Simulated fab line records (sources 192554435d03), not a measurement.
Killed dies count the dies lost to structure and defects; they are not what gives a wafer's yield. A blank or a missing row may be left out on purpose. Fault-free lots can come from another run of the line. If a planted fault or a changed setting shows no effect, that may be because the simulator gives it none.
The same fault as seen by 3 desks / flow n5_finfet / every desk sees just its own numbers, and what lay behind them comes last
Where a reading is given only as a bound, like >300, the bound stands for it, and a mean or a difference that rests on one is marked > or <: the true number lies beyond.

AT THE METROLOGY DESK
Lot by lot, what the gauges showed, no matter which tool ran the lot: averages of those sampled wafers that carry a number. The brackets show how far a lot's mean lies from the usual mean; more than 4 standard deviations puts the lot out of limits, marked OUT. Of its 11 readings 7 are shown: those that lie furthest out on some lot.
Columns: A = VIA_MOL_THK at N5_MOL_CONTACT_COAG_THK_MEAS_53, usual 44.0 nm; B = ION_N at N5_BEOL_M4_RC_MEAS_101, usual 677 uA/um; C = ION_P at N5_BEOL_M4_RC_MEAS_101, usual 464 uA/um; D = SS_N at N5_BEOL_M4_RC_MEAS_101, usual 72.0 mV/dec; E = SS_P at N5_BEOL_M4_RC_MEAS_101, usual 73.6 mV/dec; F = VT_N at N5_BEOL_M4_RC_MEAS_101, usual 249 mV; G = VT_P at N5_BEOL_M4_RC_MEAS_101, usual -249 mV
lot=L455; first seen here=day 5 12:04; A=43.0; B=679; C=462; D=72.8; E=74.4; F=249; G=-250
lot=L458; first seen here=day 6 06:23; A=44.2; B=669; C=467; D=71.6; E=73.5; F=250; G=-247
lot=L461; first seen here=day 7 02:47; A=44.0; B=662; C=456; D=71.2; E=73.6; F=250; G=-250
lot=L464; first seen here=day 7 19:31; A=44.2; B=666; C=460; D=72.1; E=74.0; F=251; G=-248
lot=L465; first seen here=day 7 23:00; A=43.8; B=659; C=447; D=72.4; E=73.1; F=251; G=-253
lot=L467; first seen here=day 8 14:31; A=43.7; B=673; C=455; D=72.1; E=73.8; F=249; G=-252
lot=L474; first seen here=day 10 07:08; A=44.3; B=686; C=473; D=72.2; E=73.6; F=246; G=-246
lot=L476; first seen here=day 10 19:00; A=44.2; B=684; C=465; D=72.2; E=74.1; F=245; G=-251
lot=L477; first seen here=day 11 00:24; A=43.8; B=667; C=454; D=72.2; E=73.4; F=249; G=-252
This desk's finding: nothing out of limits on any of the 9 lots.

THE DEFECT DESK
What the inspections along the route counted, lot by lot: means of the sampled wafers that have a number. The brackets show how far a lot's mean lies from the usual mean; more than 4 standard deviations puts the lot out of limits, marked OUT.
Columns: A = raw_defect_count at N5_BEOL_M0_SAQP_INSPECT_16, usual 479; B = raw_defect_count at N5_BEOL_M0_SAQP_INSPECT_42, usual 278; C = raw_defect_count at N5_BEOL_M0_CUTY_INSPECT_59, usual 1.9
lot=L455; first seen here=day 5 17:59; A=364; B=225; C=2.0
lot=L458; first seen here=day 6 11:20; A=339; B=335; C=3.7
lot=L461; first seen here=day 7 08:26; A=446; B=232; C=1.0
lot=L464; first seen here=day 8 02:07; A=512; B=372; C=2.0
lot=L465; first seen here=day 8 07:04; A=1540 (+11) OUT; B=1367 (+14) OUT; C=>300 (+99 or more) OUT
lot=L467; first seen here=day 8 19:32; A=1570 (+11) OUT; B=1404 (+15) OUT; C=>300 (+99 or more) OUT
lot=L474; first seen here=day 10 12:23; A=448; B=347; C=1.7
lot=L476; first seen here=day 11 00:58; A=398; B=252; C=1.0
lot=L477; first seen here=day 11 04:44; A=610; B=330; C=1.7
This desk finds L465, L467 out of limits, L465 being first, at day 8 07:04 (raw_defect_count at N5_BEOL_M0_SAQP_INSPECT_16). L455, L458, L461, L464, L474, L476, L477 stayed within limits.

THE TOOL OWNER'S DESK: pecvd-03
The tool's own readings at N5_BEOL_M0_SAQP_PECVD_97 (deposits SiNx from SiH4/NH3/N2, target thk 23 nm, time 19.9 s): means of the sampled wafers that have a number, for each lot that ran on this tool. The brackets show how far a lot's mean lies from the usual mean; more than 4 standard deviations puts the lot out of limits, marked OUT.
Columns: A = heater_power_w at N5_BEOL_M0_SAQP_PECVD_97, usual 554 W; B = showerhead_plenum_p_Torr at N5_BEOL_M0_SAQP_PECVD_97, usual 5.16 Torr; C = throttle_valve_pct at N5_BEOL_M0_SAQP_PECVD_97, usual 39.2 %
lot=L458; first seen here=day 6 10:40; A=620; B=5.09; C=38.5
lot=L464; first seen here=day 8 01:25; A=566; B=5.09; C=39.2
lot=L465; first seen here=day 8 06:23; A=579; B=5.08; C=39.0
lot=L467; first seen here=day 8 18:52; A=572; B=5.09; C=39.0
This desk's finding: nothing out of limits on any of the 4 lots.

PUT TOGETHER
The defect desk could have raised an alarm at day 8 07:04, on L465, L467.
From the metrology desk's view, nothing was out of limits.
The desk of the tool owner found nothing out of limits.
The metrology desk has L465, L467 on record, within its limits.
On record at the tool owner's desk: L465, L467, within its limits.
Every lot named ran N5_BEOL_M0_SAQP_PECVD_97 on pecvd-03.

WHAT THE SIMULATOR PUT IN
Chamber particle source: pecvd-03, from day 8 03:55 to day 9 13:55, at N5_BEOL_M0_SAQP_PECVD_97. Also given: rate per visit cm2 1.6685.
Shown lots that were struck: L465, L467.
Hours from the fault's start to each desk's first reading out of limits: the defect desk, 3.
